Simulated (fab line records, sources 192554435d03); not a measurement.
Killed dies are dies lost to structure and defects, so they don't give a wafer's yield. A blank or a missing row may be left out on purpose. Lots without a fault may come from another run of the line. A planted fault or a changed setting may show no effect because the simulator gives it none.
Which tool did it? | flow n5_finfet | 24 lots, 72 wafers sampled, at 6 steps of a route of 1938

WHAT THE GAUGES READ, wafer by wafer
The record holds no reading of a measuring or inspecting step that can be judged against a usual standard deviation.

WHICH TOOL RAN EACH LOT (tool, then ch and the chambers of the sampled wafers, then the start)
lot  | N5_BEOL_M3_HM_OPEN_17             | N5_BEOL_M3_STRIP_36                | N5_BEOL_M3_ANNEAL_49         | N5_BEOL_M3_SPUTTER_92        | N5_BEOL_M3_CO_CAP_55             | N5_BEOL_M4_PECVD_72
L074 | rie_metal-02 ch 0,1, day 7 22:35  | rie_diel-02 ch 0,1,3, day 8 00:08  | pvd_sputter-01, day 8 02:08  | pvd_sputter-01, day 8 03:23  | cvd_co-01 ch 0,1,2, day 8 04:50  | pecvd-03 ch 0,1,2, day 8 05:11
L075 | rie_metal-01 ch 0,1, day 8 08:32  | rie_diel-01 ch 1,3, day 8 13:23    | pvd_sputter-03, day 8 15:53  | pvd_sputter-03, day 8 17:07  | cvd_co-01 ch 0,1,2, day 8 18:26  | pecvd-04 ch 1,2, day 8 18:47
L076 | rie_metal-03 ch 0,1, day 8 10:03  | rie_diel-01 ch 0,3, day 8 18:26    | pvd_sputter-03, day 8 22:10  | pvd_sputter-03, day 8 23:24  | cvd_co-01 ch 0,1, day 9 00:43    | pecvd-04 ch 0,1,2, day 9 01:05
L077 | rie_metal-02 ch 0,1, day 8 10:28  | rie_diel-05 ch 0,1,2, day 9 01:41  | pvd_sputter-02, day 9 03:42  | pvd_sputter-02, day 9 04:56  | cvd_co-01 ch 1,2, day 9 06:14    | pecvd-04 ch 0,1, day 9 06:37
L078 | rie_metal-01 ch 0,1, day 8 14:17  | rie_diel-05 ch 0,1, day 9 11:23    | pvd_sputter-01, day 9 13:05  | pvd_sputter-01, day 9 14:19  | cvd_co-02 ch 0,1, day 9 16:01    | pecvd-01 ch 1,2, day 9 16:23
L080 | rie_metal-03 ch 0,1, day 8 18:50  | rie_diel-01 ch 0,3, day 9 11:32    | pvd_sputter-02, day 9 14:29  | pvd_sputter-02, day 9 15:44  | cvd_co-01 ch 0,1,2, day 9 17:22  | pecvd-01 ch 1,2, day 9 17:44
L079 | rie_metal-01 ch 0,1, day 8 19:14  | rie_diel-01 ch 0,2, day 9 15:32    | pvd_sputter-02, day 9 19:38  | pvd_sputter-02, day 9 20:52  | cvd_co-01 ch 1,2, day 9 22:26    | pecvd-01 ch 1, day 9 22:50
L081 | rie_metal-02 ch 0,1, day 9 01:11  | rie_diel-02 ch 0,2, day 9 15:30    | pvd_sputter-02, day 9 17:13  | pvd_sputter-02, day 9 18:27  | cvd_co-01 ch 0,1,2, day 9 20:01  | pecvd-03 ch 0,1,2, day 9 20:25
L082 | rie_metal-03 ch 0,1, day 9 08:37  | rie_diel-05 ch 0,2,3, day 10 05:10 | pvd_sputter-02, day 10 07:07 | pvd_sputter-02, day 10 08:22 | cvd_co-02 ch 1,2, day 10 09:43   | pecvd-01 ch 1,2, day 10 10:07
L083 | rie_metal-03 ch 0,1, day 10 06:11 | rie_diel-05 ch 0,1,3, day 10 11:08 | pvd_sputter-01, day 10 12:54 | pvd_sputter-01, day 10 14:08 | cvd_co-02 ch 0,1,2, day 10 15:26 | pecvd-04 ch 0,2, day 10 15:49
L084 | rie_metal-02 ch 0,1, day 10 13:04 | rie_diel-01 ch 0,3, day 10 14:54   | pvd_sputter-01, day 10 16:01 | pvd_sputter-01, day 10 17:16 | cvd_co-01 ch 1,2, day 10 18:34   | pecvd-01 ch 1,2, day 10 18:57
L087 | rie_metal-02 ch 0,1, day 11 00:57 | rie_diel-02 ch 1,3, day 11 07:55   | pvd_sputter-03, day 11 09:49 | pvd_sputter-03, day 11 11:04 | cvd_co-01 ch 1,2, day 11 12:22   | pecvd-01 ch 0,2, day 11 12:43
L086 | rie_metal-02 ch 0,1, day 11 01:02 | rie_diel-02 ch 1,3, day 11 11:26   | pvd_sputter-03, day 11 12:56 | pvd_sputter-03, day 11 14:11 | cvd_co-01 ch 0,1,2, day 11 15:29 | pecvd-01 ch 0,1,2, day 11 15:50
L085 | rie_metal-03 ch 1, day 11 01:14   | rie_diel-05 ch 0,1,2, day 11 11:28 | pvd_sputter-03, day 11 14:47 | pvd_sputter-03, day 11 16:01 | cvd_co-01 ch 1,2, day 11 17:31   | pecvd-01 ch 0,2, day 11 17:53
L089 | rie_metal-02 ch 0,1, day 11 13:41 | rie_diel-02 ch 1,3, day 11 19:59   | pvd_sputter-03, day 11 21:40 | pvd_sputter-03, day 11 22:54 | cvd_co-01 ch 0,1,2, day 12 00:27 | pecvd-01 ch 0,1,2, day 12 00:49
L088 | rie_metal-02 ch 0,1, day 11 17:46 | rie_diel-02 ch 0,3, day 11 23:20   | pvd_sputter-02, day 12 00:48 | pvd_sputter-02, day 12 02:02 | cvd_co-02 ch 1,2, day 12 03:21   | pecvd-03 ch 0,2, day 12 03:43
L090 | rie_metal-01 ch 0,1, day 12 00:05 | rie_diel-05 ch 1,2, day 12 11:31   | pvd_sputter-03, day 12 13:22 | pvd_sputter-03, day 12 14:36 | cvd_co-01 ch 0,1, day 12 15:54   | pecvd-03 ch 0,2, day 12 16:15
L091 | rie_metal-02 ch 0, day 12 00:40   | rie_diel-02 ch 0,2,3, day 12 10:29 | pvd_sputter-01, day 12 12:17 | pvd_sputter-01, day 12 13:31 | cvd_co-01 ch 0,1,2, day 12 14:49 | pecvd-03 ch 0,2, day 12 15:11
L092 | rie_metal-02 ch 0,1, day 12 04:56 | rie_diel-05 ch 0,3, day 12 19:49   | pvd_sputter-01, day 12 21:29 | pvd_sputter-01, day 12 22:43 | cvd_co-02 ch 0,1,2, day 13 00:02 | pecvd-01 ch 0,1,2, day 13 00:23
L093 | rie_metal-02 ch 0,1, day 12 07:32 | rie_diel-02 ch 1,2,3, day 12 22:57 | pvd_sputter-03, day 13 00:28 | pvd_sputter-03, day 13 06:37 | cvd_co-01 ch 0,1, day 13 08:11   | pecvd-04 ch 1,2, day 13 08:32
L094 | rie_metal-02 ch 0,1, day 12 15:16 | rie_diel-01 ch 0,3, day 12 23:17   | pvd_sputter-02, day 13 02:07 | pvd_sputter-02, day 13 03:21 | cvd_co-02 ch 0,1,2, day 13 04:40 | pecvd-03 ch 0,1,2, day 13 05:01
L095 | rie_metal-03 ch 1, day 12 17:55   | rie_diel-05 ch 1,2,3, day 13 04:52 | pvd_sputter-01, day 13 06:11 | pvd_sputter-01, day 13 07:25 | cvd_co-01 ch 0,2, day 13 09:16   | pecvd-01 ch 0,1,2, day 13 09:37
L096 | rie_metal-01 ch 0, day 13 06:47   | rie_diel-01 ch 1,3, day 13 10:26   | pvd_sputter-01, day 13 12:04 | pvd_sputter-01, day 13 13:18 | cvd_co-02 ch 0,1, day 13 14:41   | pecvd-01 ch 0,1,2, day 13 15:02
L097 | rie_metal-02 ch 0,1, day 13 15:02 | rie_diel-02 ch 0,1,2, day 13 16:38 | pvd_sputter-02, day 13 19:00 | pvd_sputter-02, day 13 20:14 | cvd_co-02 ch 0,2, day 13 21:32   | pecvd-01 ch 0,1,2, day 13 21:53
- N5_BEOL_M3_HM_OPEN_17: chemistry Cl2/BCl3, target TiN, target depth 20 nm, overetch 6 nm.
- N5_BEOL_M3_STRIP_36: strips in N2/H2.
- N5_BEOL_M3_ANNEAL_49: time 240 s.
- N5_BEOL_M3_SPUTTER_92: material Cu, target thk 4.5 nm, time 8.29 s.
- N5_BEOL_M3_CO_CAP_55: material Co, precursor CCTBA/H2, target thk 2 nm, time 102.1 s.
- N5_BEOL_M4_PECVD_72: deposits SiO2 from TEOS/O2, target thk 16 nm, time 18 s.

WHAT THE TOOLS THEMSELVES READ (means of the sampled wafers that have a number; where no wafer has one, the mark that the record gives instead)
N5_BEOL_M3_HM_OPEN_17. Usual: drypump_motor_current_A 5.7 A, standard deviation 0.5; oes_product_au 0.63 a.u., standard deviation 0.078; throttle_valve_pct 22.13 %, standard deviation 0.23.
lot  | tool         | drypump_motor_current_A (A) | oes_product_au (a.u.) | throttle_valve_pct (%) | flag
L074 | rie_metal-02 | 5.8                         | 0.69                  | 21.97                  |
L075 | rie_metal-01 | 6.2                         | 0.62                  | 22.37                  |
L076 | rie_metal-03 | 5.2                         | 0.62                  | 22.08                  |
L077 | rie_metal-02 | 5.8                         | 0.69                  | 21.96                  |
L078 | rie_metal-01 | 5.6                         | 0.58                  | 22.30                  |
L080 | rie_metal-03 | 5.2                         | 0.58                  | 22.20                  |
L079 | rie_metal-01 | 6.2                         | 0.62                  | 22.38                  |
L081 | rie_metal-02 | 5.8                         | 0.69                  | 21.96                  |
L082 | rie_metal-03 | 5.2                         | 0.58                  | 22.21                  |
L083 | rie_metal-03 | 5.2                         | 0.61                  | 22.09                  |
L084 | rie_metal-02 | 5.8                         | 0.67                  | 21.97                  |
L087 | rie_metal-02 | 5.8                         | 0.61                  | 22.14                  |
L086 | rie_metal-02 | 5.8                         | 0.67                  | 21.98                  |
L085 | rie_metal-03 | 5.1                         | 0.64                  | 21.98                  |
L089 | rie_metal-02 | 5.8                         | 0.61                  | 22.14                  |
L088 | rie_metal-02 | 5.8                         | 0.66                  | 21.99                  |
L090 | rie_metal-01 | 5.6                         | 0.57                  | 22.31                  |
L091 | rie_metal-02 | 5.7                         | 0.71                  | 21.84                  |
L092 | rie_metal-02 | 5.8                         | 0.62                  | 22.12                  |
L093 | rie_metal-02 | 5.7                         | 0.65                  | 22.01                  |
L094 | rie_metal-02 | 5.8                         | 0.61                  | 22.14                  |
L095 | rie_metal-03 | 5.1                         | 0.63                  | 21.99                  |
L096 | rie_metal-01 | 6.8                         | 0.63                  | 22.48                  |
L097 | rie_metal-02 | 5.8                         | 0.65                  | 21.99                  |

N5_BEOL_M3_STRIP_36. Usual: drypump_motor_current_A 5.9 A, standard deviation 0.37; oes_product_au 0.79 a.u., standard deviation 0.096; rf_vpp_V 59.2 V, standard deviation 1.6; showerhead_plenum_p_Torr 2.58 Torr, standard deviation 0.076; throttle_valve_pct 23.67 %, standard deviation 0.27.
lot  | tool        | drypump_motor_current_A (A) | oes_product_au (a.u.) | rf_vpp_V (V) | showerhead_plenum_p_Torr (Torr) | throttle_valve_pct (%) | flag
L074 | rie_diel-02 | 5.8                         | 0.88                  | 57.3         | 2.65                            | 23.74                  |
L075 | rie_diel-01 | 5.8                         | 0.75                  | 60.2         | 2.60                            | 23.96                  |
L076 | rie_diel-01 | 6.0                         | 0.85                  | 61.6         | 2.58                            | 23.61                  |
L077 | rie_diel-05 | 5.7                         | 0.72                  | 57.5         | 2.52                            | 23.53                  |
L078 | rie_diel-05 | 6.1                         | 0.71                  | 60.1         | 2.58                            | 23.70                  |
L080 | rie_diel-01 | 6.1                         | 0.84                  | 60.0         | 2.58                            | 23.76                  |
L079 | rie_diel-01 | 6.2                         | 0.89                  | 59.9         | 2.62                            | 23.68                  |
L081 | rie_diel-02 | 5.7                         | 0.73                  | 58.5         | 2.59                            | 23.90                  |
L082 | rie_diel-05 | 5.6                         | 0.69                  | 60.6         | 2.54                            | 23.64                  |
L083 | rie_diel-05 | 5.9                         | 0.70                  | 59.0         | 2.58                            | 23.68                  |
L084 | rie_diel-01 | 6.1                         | 0.83                  | 59.7         | 2.58                            | 23.79                  |
L087 | rie_diel-02 | 6.1                         | 0.88                  | 60.2         | 2.66                            | 23.68                  |
L086 | rie_diel-02 | 5.9                         | 0.89                  | 60.5         | 2.62                            | 23.59                  |
L085 | rie_diel-05 | 5.7                         | 0.72                  | 59.3         | 2.51                            | 23.56                  |
L089 | rie_diel-02 | 5.9                         | 0.88                  | 61.0         | 2.62                            | 23.60                  |
L088 | rie_diel-02 | 6.0                         | 0.82                  | 59.2         | 2.67                            | 23.86                  |
L090 | rie_diel-05 | 5.7                         | 0.73                  | 57.9         | 2.48                            | 23.44                  |
L091 | rie_diel-02 | 6.0                         | 0.75                  | 59.2         | 2.61                            | 23.85                  |
L092 | rie_diel-05 | 5.9                         | 0.86                  | 58.2         | 2.59                            | 23.56                  |
L093 | rie_diel-02 | 6.1                         | 0.79                  | 59.1         | 2.59                            | 23.65                  |
L094 | rie_diel-01 | 6.2                         | 0.81                  | 59.0         | 2.57                            | 23.81                  |
L095 | rie_diel-05 | 5.6                         | 0.79                  | 59.3         | 2.50                            | 23.44                  |
L096 | rie_diel-01 | 5.8                         | 0.85                  | 58.6         | 2.57                            | 23.59                  |
L097 | rie_diel-02 | 5.8                         | 0.74                  | 56.4         | 2.57                            | 23.75                  |

N5_BEOL_M3_ANNEAL_49. Usual: heater_power_w 845 W, standard deviation 55.
lot  | tool           | heater_power_w (W) | flag
L074 | pvd_sputter-01 | 843                |
L075 | pvd_sputter-03 | 850                |
L076 | pvd_sputter-03 | 878                |
L077 | pvd_sputter-02 | 837                |
L078 | pvd_sputter-01 | 823                |
L080 | pvd_sputter-02 | 841                |
L079 | pvd_sputter-02 | 823                |
L081 | pvd_sputter-02 | 862                |
L082 | pvd_sputter-02 | 887                |
L083 | pvd_sputter-01 | 839                |
L084 | pvd_sputter-01 | 825                |
L087 | pvd_sputter-03 | 924                |
L086 | pvd_sputter-03 | 804                |
L085 | pvd_sputter-03 | 826                |
L089 | pvd_sputter-03 | 833                |
L088 | pvd_sputter-02 | 825                |
L090 | pvd_sputter-03 | 842                |
L091 | pvd_sputter-01 | 835                |
L092 | pvd_sputter-01 | 847                |
L093 | pvd_sputter-03 | 844                |
L094 | pvd_sputter-02 | 834                |
L095 | pvd_sputter-01 | 819                |
L096 | pvd_sputter-01 | 839                |
L097 | pvd_sputter-02 | 867                |

N5_BEOL_M3_SPUTTER_92. Usual: chuck_sensor_temp_C -15.8 C, standard deviation 0.4; throttle_valve_pct 30.0 %, standard deviation 1.2.
lot  | tool           | chuck_sensor_temp_C (C) | throttle_valve_pct (%) | flag
L074 | pvd_sputter-01 | -16.1                   | 31.4                   |
L075 | pvd_sputter-03 | -15.8                   | 29.4                   |
L076 | pvd_sputter-03 | -15.8                   | 29.0                   |
L077 | pvd_sputter-02 | -15.5                   | 29.5                   |
L078 | pvd_sputter-01 | -16.2                   | 31.2                   |
L080 | pvd_sputter-02 | -15.9                   | 29.6                   |
L079 | pvd_sputter-02 | -15.8                   | 29.9                   |
L081 | pvd_sputter-02 | -15.4                   | 29.1                   |
L082 | pvd_sputter-02 | -15.8                   | 30.0                   |
L083 | pvd_sputter-01 | -16.1                   | 31.5                   |
L084 | pvd_sputter-01 | -15.9                   | 31.0                   |
L087 | pvd_sputter-03 | -15.9                   | 28.9                   |
L086 | pvd_sputter-03 | -16.2                   | 29.7                   |
L085 | pvd_sputter-03 | -16.3                   | 29.0                   |
L089 | pvd_sputter-03 | -16.0                   | 30.0                   |
L088 | pvd_sputter-02 | -15.7                   | 29.8                   |
L090 | pvd_sputter-03 | -16.0                   | 29.3                   |
L091 | pvd_sputter-01 | -16.1                   | 31.2                   |
L092 | pvd_sputter-01 | -16.2                   | 31.4                   |
L093 | pvd_sputter-03 | -16.0                   | 29.9                   |
L094 | pvd_sputter-02 | -15.3                   | 28.7                   |
L095 | pvd_sputter-01 | -15.8                   | 30.9                   |
L096 | pvd_sputter-01 | -16.0                   | 31.4                   |
L097 | pvd_sputter-02 | -15.5                   | 29.3                   |

N5_BEOL_M3_CO_CAP_55. Usual: chamber_pressure_Torr 29.99 Torr, standard deviation 0.063; heater_power_w 252 W, standard deviation 24.
lot  | tool      | chamber_pressure_Torr (Torr) | heater_power_w (W) | flag
L074 | cvd_co-01 | 30.02                        | 260                |
L075 | cvd_co-01 | 29.97                        | 259                |
L076 | cvd_co-01 | 29.95                        | 275                |
L077 | cvd_co-01 | 29.96                        | 265                |
L078 | cvd_co-02 | 29.90                        | 243                |
L080 | cvd_co-01 | 30.03                        | 259                |
L079 | cvd_co-01 | 29.99                        | 267                |
L081 | cvd_co-01 | 30.02                        | 262                |
L082 | cvd_co-02 | 29.95                        | 227                |
L083 | cvd_co-02 | 30.03                        | 235                |
L084 | cvd_co-01 | 30.06                        | 268                |
L087 | cvd_co-01 | 30.00                        | 247                |
L086 | cvd_co-01 | 29.90                        | 261                |
L085 | cvd_co-01 | 29.98                        | 269                |
L089 | cvd_co-01 | 29.96                        | 259                |
L088 | cvd_co-02 | 30.03                        | 228                |
L090 | cvd_co-01 | 30.02                        | 280                |
L091 | cvd_co-01 | 29.98                        | 260                |
L092 | cvd_co-02 | 29.99                        | 235                |
L093 | cvd_co-01 | 30.05                        | 275                |
L094 | cvd_co-02 | 29.97                        | 234                |
L095 | cvd_co-01 | 30.02                        | 243                |
L096 | cvd_co-02 | 29.96                        | 244                |
L097 | cvd_co-02 | 29.97                        | 247                |

N5_BEOL_M4_PECVD_72. Usual: chamber_pressure_Torr 5.502 Torr, standard deviation 0.012; heater_power_w 779 W, standard deviation 150; showerhead_plenum_p_Torr 8.82 Torr, standard deviation 0.063; throttle_valve_pct 22.3 %, standard deviation 1.8.
lot  | tool     | chamber_pressure_Torr (Torr) | heater_power_w (W) | showerhead_plenum_p_Torr (Torr) | throttle_valve_pct (%) | flag
L074 | pecvd-03 | 5.510                        | 826                | 8.83                            | 23.7                   |
L075 | pecvd-04 | 5.499                        | 688                | 8.81                            | 22.1                   |
L076 | pecvd-04 | 5.491                        | 639                | 8.77                            | 21.9                   |
L077 | pecvd-04 | 5.493                        | 677                | 8.73                            | 23.0                   |
L078 | pecvd-01 | 5.490                        | 770                | 8.84                            | 22.1                   |
L080 | pecvd-01 | 5.496                        | 895                | 8.80                            | 21.6                   |
L079 | pecvd-01 | 5.502                        | 655                | 8.87                            | 22.6                   |
L081 | pecvd-03 | 5.502                        | 783                | 8.85                            | 23.7                   |
L082 | pecvd-01 | 5.506                        | 771                | 8.84                            | 22.2                   |
L083 | pecvd-04 | 5.505                        | 660                | 8.81                            | 21.1                   |
L084 | pecvd-01 | 5.495                        | 664                | 8.83                            | 22.1                   |
L087 | pecvd-01 | 5.498                        | 956                | 8.80                            | 21.3                   |
L086 | pecvd-01 | 5.497                        | 739                | 8.85                            | 21.7                   |
L085 | pecvd-01 | 5.488                        | 844                | 8.85                            | 21.3                   |
L089 | pecvd-01 | 5.497                        | 789                | 8.85                            | 21.7                   |
L088 | pecvd-03 | 5.505                        | 885                | 8.85                            | 22.5                   |
L090 | pecvd-03 | 5.506                        | 902                | 8.84                            | 22.6                   |
L091 | pecvd-03 | 5.504                        | 780                | 8.79                            | 24.8                   |
L092 | pecvd-01 | 5.510                        | 810                | 8.85                            | 21.7                   |
L093 | pecvd-04 | 5.493                        | 598                | 8.76                            | 23.0                   |
L094 | pecvd-03 | 5.504                        | 852                | 8.84                            | 23.7                   |
L095 | pecvd-01 | 5.518                        | 763                | 8.85                            | 21.7                   |
L096 | pecvd-01 | 5.500                        | 812                | 8.85                            | 21.7                   |
L097 | pecvd-01 | 5.510                        | 761                | 8.83                            | 21.7                   |

THE ANSWER, worked out from the rows above alone
Rule: a lot is off if the mean of its wafers that have a number lies more than 3 standard deviations from the usual mean. A lot without any number at a reading at which 4 lots or more have one is off too. The other lots that the step has rows for count as sound. The gauges are gone through in route order, then the tools' own readings, and for those a lot's mean is taken as printed above. The first step at which some lot is off is used, and at that step the reading that is off furthest; a lot without a number counts as furthest.
No lot is off at any reading shown: from this, nothing can be told.

WHAT THE SIMULATOR HAD PUT IN
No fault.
